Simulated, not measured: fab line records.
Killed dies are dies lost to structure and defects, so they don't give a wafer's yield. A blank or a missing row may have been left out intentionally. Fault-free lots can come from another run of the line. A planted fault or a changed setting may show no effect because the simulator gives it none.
Chamber matching || flow n5-finfet || N5_GATE_CUT_DESCUM_18 on rie-diel-04: 4 sister chambers
The step chemistry O2, time 7 s. 16 wafers are shown with their chamber, then 8 later ones without.

## WAFERS WITH THEIR CHAMBER
{"wafer": "L075.1", "chamber": 3, "showerhead-plenum-p-Torr (Torr)": 2.20, "drypump-motor-current-A (A)": 5.9, "throttle-valve-pct (%)": 20.49}
{"wafer": "L075.3", "chamber": 2, "showerhead-plenum-p-Torr (Torr)": 2.10, "drypump-motor-current-A (A)": 5.4, "throttle-valve-pct (%)": 20.31}
{"wafer": "L075.5", "chamber": 1, "showerhead-plenum-p-Torr (Torr)": 2.18, "drypump-motor-current-A (A)": 6.0, "throttle-valve-pct (%)": 20.39}
{"wafer": "L076.1", "chamber": 0, "showerhead-plenum-p-Torr (Torr)": 1.97, "drypump-motor-current-A (A)": 6.3, "throttle-valve-pct (%)": 20.53}
{"wafer": "L076.4", "chamber": 2, "showerhead-plenum-p-Torr (Torr)": 2.10, "drypump-motor-current-A (A)": 5.4, "throttle-valve-pct (%)": 20.32}
{"wafer": "L076.5", "chamber": 0, "showerhead-plenum-p-Torr (Torr)": 1.97, "drypump-motor-current-A (A)": 6.3, "throttle-valve-pct (%)": 20.54}
{"wafer": "L078.1", "chamber": 0, "showerhead-plenum-p-Torr (Torr)": 1.97, "drypump-motor-current-A (A)": 6.3, "throttle-valve-pct (%)": 20.54}
{"wafer": "L078.5", "chamber": 2, "showerhead-plenum-p-Torr (Torr)": 2.10, "drypump-motor-current-A (A)": 5.4, "throttle-valve-pct (%)": 20.33}
{"wafer": "L078.6", "chamber": 3, "showerhead-plenum-p-Torr (Torr)": 2.20, "drypump-motor-current-A (A)": 5.9, "throttle-valve-pct (%)": 20.48}
{"wafer": "L081.1", "chamber": 3, "showerhead-plenum-p-Torr (Torr)": 2.20, "drypump-motor-current-A (A)": 6.0, "throttle-valve-pct (%)": 20.51}
{"wafer": "L081.3", "chamber": 2, "showerhead-plenum-p-Torr (Torr)": 2.09, "drypump-motor-current-A (A)": 5.4, "throttle-valve-pct (%)": 20.33}
{"wafer": "L081.5", "chamber": 2, "showerhead-plenum-p-Torr (Torr)": 2.09, "drypump-motor-current-A (A)": 5.4, "throttle-valve-pct (%)": 20.35}
{"wafer": "L082.2", "chamber": 3, "showerhead-plenum-p-Torr (Torr)": 2.19, "drypump-motor-current-A (A)": 6.0, "throttle-valve-pct (%)": 20.50}
{"wafer": "L082.3", "chamber": 0, "showerhead-plenum-p-Torr (Torr)": 1.97, "drypump-motor-current-A (A)": 6.3, "throttle-valve-pct (%)": 20.55}
{"wafer": "L082.5", "chamber": 3, "showerhead-plenum-p-Torr (Torr)": 2.20, "drypump-motor-current-A (A)": 6.0, "throttle-valve-pct (%)": 20.49}
{"wafer": "L083.2", "chamber": 0, "showerhead-plenum-p-Torr (Torr)": 1.97, "drypump-motor-current-A (A)": 6.3, "throttle-valve-pct (%)": 20.56}

SIGNATURES, as means of the wafers listed above
{"reading": "showerhead-plenum-p-Torr", "chamber 0": 1.9700, "chamber 1": 2.1800, "chamber 2": 2.0960, "chamber 3": 2.1980, "scatter within a chamber": 0.00408}
{"reading": "drypump-motor-current-A", "chamber 0": 6.300, "chamber 1": 6.000, "chamber 2": 5.400, "chamber 3": 5.960, "scatter within a chamber": 0.0316}
{"reading": "throttle-valve-pct", "chamber 0": 20.5440, "chamber 1": 20.3900, "chamber 2": 20.3280, "chamber 3": 20.4940, "scatter within a chamber": 0.0126}
Rule: for a wafer and a chamber, the distance is found by dividing, reading by reading, the gap between the wafer's reading and the chamber's mean by the reading's scatter, squaring, summing and taking the root. If the next closest chamber is less than 2 further off than the closest, the wafer can't be placed; otherwise it belongs to the closest. The scatter: take each reading less its chamber's mean, square it, sum over the shown wafers, divide by the number of wafers less the number of chambers, and take the root.

## WAFERS MISSING THEIR CHAMBER
{"wafer": "L083.3", "showerhead-plenum-p-Torr (Torr)": 2.17, "drypump-motor-current-A (A)": 6.0, "throttle-valve-pct (%)": 20.42}
{"wafer": "L083.6", "showerhead-plenum-p-Torr (Torr)": 2.17, "drypump-motor-current-A (A)": 6.0, "throttle-valve-pct (%)": 20.41}
{"wafer": "L087.2", "showerhead-plenum-p-Torr (Torr)": 2.09, "drypump-motor-current-A (A)": 5.4, "throttle-valve-pct (%)": 20.35}
{"wafer": "L087.3", "showerhead-plenum-p-Torr (Torr)": 2.17, "drypump-motor-current-A (A)": 6.0, "throttle-valve-pct (%)": 20.42}
{"wafer": "L087.5", "showerhead-plenum-p-Torr (Torr)": 1.96, "drypump-motor-current-A (A)": 6.3, "throttle-valve-pct (%)": 20.57}
{"wafer": "L091.1", "showerhead-plenum-p-Torr (Torr)": 1.96, "drypump-motor-current-A (A)": 6.3, "throttle-valve-pct (%)": 20.57}
{"wafer": "L091.3", "showerhead-plenum-p-Torr (Torr)": 2.19, "drypump-motor-current-A (A)": 5.9, "throttle-valve-pct (%)": 20.51}
{"wafer": "L091.6", "showerhead-plenum-p-Torr (Torr)": 2.17, "drypump-motor-current-A (A)": 6.1, "throttle-valve-pct (%)": 20.44}

## EACH ONE'S CHAMBER
{"wafer": "L083.3", "from the rows above": 1, "in truth": 1}
{"wafer": "L083.6", "from the rows above": 1, "in truth": 1}
{"wafer": "L087.2", "from the rows above": 2, "in truth": 2}
{"wafer": "L087.3", "from the rows above": 1, "in truth": 1}
{"wafer": "L087.5", "from the rows above": 0, "in truth": 0}
{"wafer": "L091.1", "from the rows above": 0, "in truth": 0}
{"wafer": "L091.3", "from the rows above": 3, "in truth": 3}
{"wafer": "L091.6", "from the rows above": 1, "in truth": 1}
Correct placement for 8 of the 8. Number that these rows cannot place: 0. Placed wrongly: 0.
